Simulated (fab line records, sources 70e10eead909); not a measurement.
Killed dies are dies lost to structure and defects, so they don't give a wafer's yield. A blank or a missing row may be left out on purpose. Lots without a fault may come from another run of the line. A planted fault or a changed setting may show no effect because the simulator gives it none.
Which tool did it? | flow nand_harc | 12 lots, 36 wafers sampled, at 4 steps of a route of 1302

WHAT THE GAUGES READ, wafer by wafer
The record holds no reading of a measuring or inspecting step that can be judged against a usual standard deviation.

WHICH TOOL RAN EACH LOT (tool, then ch and the chambers of the sampled wafers, then the start)
lot  | NHARC_A_STAIRCASE_DESCUM_11        | NHARC_A_STAIRCASE_ETCH_13                     | NHARC_A_STAIRCASE_EXPOSE_181      | NHARC_A_STAIRCASE_ETCH_190
L180 | rie_diel-09 ch 0,1,3, day 15 23:06 | rie_diel-09 ch 0,1,3, day 16 02:16 or earlier | krf_scanner-04 ch 0, day 16 02:16 | rie_diel-09 ch 1,3, no start
L181 | rie_diel-01 ch 0,1,2, day 16 12:40 | rie_diel-01 ch 0,1,3, day 16 15:58 or earlier | krf_scanner-01 ch 0, day 16 15:58 | rie_diel-09 ch 0,2, no start
L182 | rie_diel-04 ch 0,2,3, day 16 12:49 | rie_diel-04 ch 0,2,3, day 16 16:09 or earlier | krf_scanner-02 ch 0, day 16 16:09 | rie_diel-04 ch 0,2,3, no start
L184 | rie_diel-04 ch 0,1, day 17 23:20   | rie_diel-04 ch 0,1, day 18 02:31 or earlier   | krf_scanner-02 ch 0, day 18 02:31 | rie_diel-01 ch 1,2, no start
L185 | rie_diel-09 ch 0,1,3, day 18 07:31 | rie_diel-09 ch 1,2,3, day 18 11:02 or earlier | krf_scanner-04 ch 0, day 18 11:02 | rie_diel-09 ch 0,2,3, no start
L191 | rie_diel-04 ch 0,2, day 20 10:37   | rie_diel-04 ch 1,2, day 20 14:18 or earlier   | krf_scanner-04 ch 0, day 20 14:18 | rie_diel-01 ch 1,2,3, no start
L194 | rie_diel-04 ch 0,1,2, day 22 02:28 | rie_diel-04 ch 0,1,3, day 22 05:58 or earlier | krf_scanner-04 ch 0, day 22 05:58 | rie_diel-01 ch 0,2,3, no start
L196 | rie_diel-01 ch 0,1,3, day 22 17:20 | rie_diel-01 ch 0,1,2, day 22 20:35 or earlier | krf_scanner-01 ch 0, day 22 20:35 | rie_diel-04 ch 0,3, no start
L198 | rie_diel-04 ch 0,1,3, day 23 00:08 | rie_diel-04 ch 1,3, day 23 03:29 or earlier   | krf_scanner-01 ch 0, day 23 03:29 | rie_diel-01 ch 0,2,3, day 23 06:04
L202 | rie_diel-01 ch 0,1,2, day 24 23:01 | rie_diel-01 ch 0,2,3, day 25 02:20 or earlier | krf_scanner-02 ch 0, day 25 02:20 | rie_diel-01 ch 0,1,3, no start
L201 | rie_diel-09 ch 2,3, day 25 07:46   | rie_diel-09 ch 1,3, day 25 11:10 or earlier   | krf_scanner-01 ch 0, day 25 11:10 | rie_diel-09 ch 0,2,3, no start
L203 | rie_diel-09 ch 2,3, day 26 03:40   | rie_diel-09 ch 1,2,3, day 26 08:55 or earlier | krf_scanner-02 ch 0, day 26 08:55 | rie_diel-01 ch 0,1,2, no start
- NHARC_A_STAIRCASE_DESCUM_11: chemistry O2, time 3 s.
- NHARC_A_STAIRCASE_ETCH_13: etches the open film in C4F8/O2, target depth 100 nm, time 40.5 s.
- NHARC_A_STAIRCASE_EXPOSE_181: exposes mask STAIR 2.
- NHARC_A_STAIRCASE_ETCH_190: etches the open film in C4F8/O2, target depth 100 nm, time 40.5 s.

WHAT THE TOOLS THEMSELVES READ (means of the sampled wafers that have a number; where no wafer has one, the mark that the record gives instead)
NHARC_A_STAIRCASE_DESCUM_11. Usual: drypump_motor_current_A 5.8 A, standard deviation 0.5; oes_product_au 1.001 a.u., standard deviation 0.01; rf_vpp_V 58.0 V, standard deviation 0.88; showerhead_plenum_p_Torr 1.93 Torr, standard deviation 0.07; throttle_valve_pct 11.311 %, standard deviation 0.0086.
lot  | tool        | drypump_motor_current_A (A) | oes_product_au (a.u.) | rf_vpp_V (V) | showerhead_plenum_p_Torr (Torr) | throttle_valve_pct (%) | flag
L180 | rie_diel-09 | 6.2                         | 1.004                 | 58.1         | 1.92                            | 11.304                 |
L181 | rie_diel-01 | 5.6                         | 1.001                 | 58.0         | 2.00                            | 11.303                 |
L182 | rie_diel-04 | 5.7                         | 0.996                 | 58.3         | 1.92                            | 11.311                 |
L184 | rie_diel-04 | 5.2                         | 1.001                 | 57.3         | 1.98                            | 11.303                 |
L185 | rie_diel-09 | 6.2                         | 0.997                 | 58.4         | 1.92                            | 11.306                 |
L191 | rie_diel-04 | 5.3                         | 1.000                 | 59.1         | 1.94                            | 11.314                 |
L194 | rie_diel-04 | 5.4                         | 1.002                 | 58.3         | 1.96                            | 11.312                 |
L196 | rie_diel-01 | 5.4                         | 1.003                 | 57.9         | 1.93                            | 11.319                 |
L198 | rie_diel-04 | 5.6                         | 0.998                 | 57.9         | 1.93                            | 11.313                 |
L202 | rie_diel-01 | 5.7                         | 1.004                 | 58.3         | 1.98                            | 11.309                 |
L201 | rie_diel-09 | 5.7                         | 1.008                 | 58.6         | 1.95                            | 11.312                 |
L203 | rie_diel-09 | 5.7                         | 1.008                 | 58.1         | 1.95                            | 11.304                 |

NHARC_A_STAIRCASE_ETCH_13. Usual: oes_product_au 0.942 a.u., standard deviation 0.014; rf_vpp_V 897 V, standard deviation 4.5.
lot  | tool        | oes_product_au (a.u.) | rf_vpp_V (V) | flag
L180 | rie_diel-09 | 0.961                 | 896          |
L181 | rie_diel-01 | 0.963                 | 898          |
L182 | rie_diel-04 | 0.948                 | 897          |
L184 | rie_diel-04 | 0.953                 | 902          |
L185 | rie_diel-09 | 0.941                 | 899          |
L191 | rie_diel-04 | 0.929                 | 900          |
L194 | rie_diel-04 | 0.936                 | 898          |
L196 | rie_diel-01 | 0.937                 | 900          |
L198 | rie_diel-04 | 0.942                 | 899          |
L202 | rie_diel-01 | 0.955                 | 896          |
L201 | rie_diel-09 | 0.935                 | 899          |
L203 | rie_diel-09 | 0.950                 | 897          |

NHARC_A_STAIRCASE_EXPOSE_181. Usual: exposure_dose_mJ_cm2 27.874, standard deviation 0.027.
lot  | tool           | exposure_dose_mJ_cm2 | flag
L180 | krf_scanner-04 | 27.894               |
L181 | krf_scanner-01 | 27.891               |
L182 | krf_scanner-02 | 27.853               |
L184 | krf_scanner-02 | 27.864               |
L185 | krf_scanner-04 | 27.885               |
L191 | krf_scanner-04 | 27.310               | OFF
L194 | krf_scanner-04 | 27.323               | OFF
L196 | krf_scanner-01 | 27.887               |
L198 | krf_scanner-01 | 27.856               |
L202 | krf_scanner-02 | 27.876               |
L201 | krf_scanner-01 | 27.910               |
L203 | krf_scanner-02 | 27.900               |

NHARC_A_STAIRCASE_ETCH_190. Usual: oes_product_au 0.948 a.u., standard deviation 0.016; rf_vpp_V 897 V, standard deviation 4.8.
lot  | tool        | oes_product_au (a.u.) | rf_vpp_V (V) | flag
L180 | rie_diel-09 | 0.948                 | 900          |
L181 | rie_diel-09 | 0.962                 | 895          |
L182 | rie_diel-04 | 0.945                 | 897          |
L184 | rie_diel-01 | 0.936                 | 899          |
L185 | rie_diel-09 | 0.947                 | 895          |
L191 | rie_diel-01 | 0.950                 | 895          |
L194 | rie_diel-01 | 0.957                 | 897          |
L196 | rie_diel-04 | 0.948                 | 896          |
L198 | rie_diel-01 | 0.994                 | 897          |
L202 | rie_diel-01 | 0.952                 | 897          |
L201 | rie_diel-09 | 0.957                 | 894          |
L203 | rie_diel-01 | 0.940                 | 899          |

THE ANSWER, worked out from the rows above alone
Rule: a lot is off if the mean of its wafers that have a number lies more than 3 standard deviations from the usual mean. A lot without any number at a reading at which 4 lots or more have one is off too. The other lots that the step has rows for count as sound. The gauges are gone through in route order, then the tools' own readings, and for those a lot's mean is taken as printed above. The first step at which some lot is off is used, and at that step the reading that is off furthest; a lot without a number counts as furthest.
Off: L191, L194, at NHARC_A_STAIRCASE_EXPOSE_181 (exposure_dose_mJ_cm2).
A tool fits if, at that step or a process step before it, it ran every lot that is off, and no sound lot after the first of them. NHARC_A_STAIRCASE_ETCH_13 gives no start for some lots, so the hours and the order of its lots are those of NHARC_A_STAIRCASE_EXPOSE_181. One fits: krf_scanner-04 at NHARC_A_STAIRCASE_EXPOSE_181. Its last sound lot is L185 (day 18 11:02), its first lot that is off L191 (day 20 14:18): a fault that began between those two fits.
The tool's own readings at NHARC_A_STAIRCASE_EXPOSE_181 bear it out: on the lots that are off they differ by more than 5 times the standard deviation of the sound lots' means. exposure_dose_mJ_cm2 reads 27.316 there against 27.882 on the sound lots.

WHAT THE SIMULATOR HAD PUT IN
Process parameter drift: krf_scanner-04, from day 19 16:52 on, at NHARC_A_STAIRCASE_EXPOSE_181. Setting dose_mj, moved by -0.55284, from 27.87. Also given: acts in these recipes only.
Lots struck among those shown: L191, L194. The rule above found the same.
